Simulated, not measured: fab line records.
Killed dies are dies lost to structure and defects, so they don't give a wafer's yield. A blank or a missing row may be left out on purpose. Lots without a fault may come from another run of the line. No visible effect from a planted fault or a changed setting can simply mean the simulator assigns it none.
Matching of chambers + flow n5_finfet + rie_diel-06 running N5_BEOL_M11_STRIP_67: 4 sister chambers
The step strips in CF4. 14 wafers are shown with their chamber, then 7 later ones without.

## WAFERS WITH THEIR CHAMBER
| wafer  | chamber | showerhead_plenum_p_Torr (Torr) | drypump_motor_current_A (A) | throttle_valve_pct (%) |
|--------|---------|---------------------------------|-----------------------------|------------------------|
| L077.1 | 0       | 1.85                            | 5.79                        | 13.72                  |
| L077.2 | 1       | 1.83                            | 6.48                        | 13.31                  |
| L077.5 | 3       | 1.79                            | 5.78                        | 14.04                  |
| L080.1 | 0       | 1.85                            | 5.82                        | 13.70                  |
| L080.3 | 3       | 1.79                            | 5.78                        | 14.04                  |
| L080.5 | 1       | 1.83                            | 6.50                        | 13.32                  |
| L082.1 | 0       | 1.85                            | 5.77                        | 13.73                  |
| L082.2 | 3       | 1.79                            | 5.78                        | 14.08                  |
| L082.6 | 3       | 1.79                            | 5.78                        | 14.09                  |
| L087.1 | 2       | 1.75                            | 6.03                        | 13.70                  |
| L087.4 | 1       | 1.83                            | 6.49                        | 13.35                  |
| L087.6 | 3       | 1.79                            | 5.79                        | 14.09                  |
| L090.2 | 1       | 1.83                            | 6.51                        | 13.37                  |
| L090.5 | 1       | 1.82                            | 6.51                        | 13.36                  |

SIGNATURES (averages over the wafers above)
| reading                  | chamber 0 | chamber 1 | chamber 2 | chamber 3 | scatter within a chamber |
|--------------------------|-----------|-----------|-----------|-----------|--------------------------|
| showerhead_plenum_p_Torr | 1.8500    | 1.8280    | 1.7500    | 1.7900    | 0.00283                  |
| drypump_motor_current_A  | 5.7933    | 6.4980    | 6.0300    | 5.7820    | 0.0142                   |
| throttle_valve_pct       | 13.7167   | 13.3420   | 13.7000   | 14.0680   | 0.0241                   |
Rule: for each reading, subtract the chamber's mean from the wafer's reading, divide by that reading's scatter and square the result; add these up over the readings and take the root, which gives the wafer's distance from the chamber. If the next closest chamber is less than 2 further off than the closest, the wafer can't be placed; otherwise it belongs to the closest. How the scatter is found: for the shown wafers, subtract from each reading the mean of its chamber, square and add these, divide the total by (wafers less chambers), then take the root.

## WAFERS WHOSE CHAMBER IS MISSING
| wafer  | showerhead_plenum_p_Torr (Torr) | drypump_motor_current_A (A) | throttle_valve_pct (%) |
|--------|---------------------------------|-----------------------------|------------------------|
| L090.6 | 1.75                            | 6.03                        | 13.73                  |
| L092.2 | 1.79                            | 5.76                        | 13.53                  |
| L092.3 | 1.84                            | 5.78                        | 13.79                  |
| L092.5 | 1.82                            | 6.52                        | 13.38                  |
| L096.3 | 1.84                            | 5.81                        | 13.79                  |
| L096.5 | 1.79                            | 5.79                        | 13.56                  |
| L096.6 | 1.82                            | 6.49                        | 13.41                  |

## CHAMBER TAKEN BY EACH
| wafer  | from the rows above          | in truth |
|--------|------------------------------|----------|
| L090.6 | 2                            | 2        |
| L092.2 | can't be placed: 3 or 0      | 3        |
| L092.3 | 0                            | 0        |
| L092.5 | 1                            | 1        |
| L096.3 | 0                            | 0        |
| L096.5 | can't be placed: 3 or 0 or 2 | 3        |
| L096.6 | 1                            | 1        |
5 of 7 placed correctly. Not placeable from these rows: 2 (in 2, the candidates include the true chamber). Wrongly placed: 0.
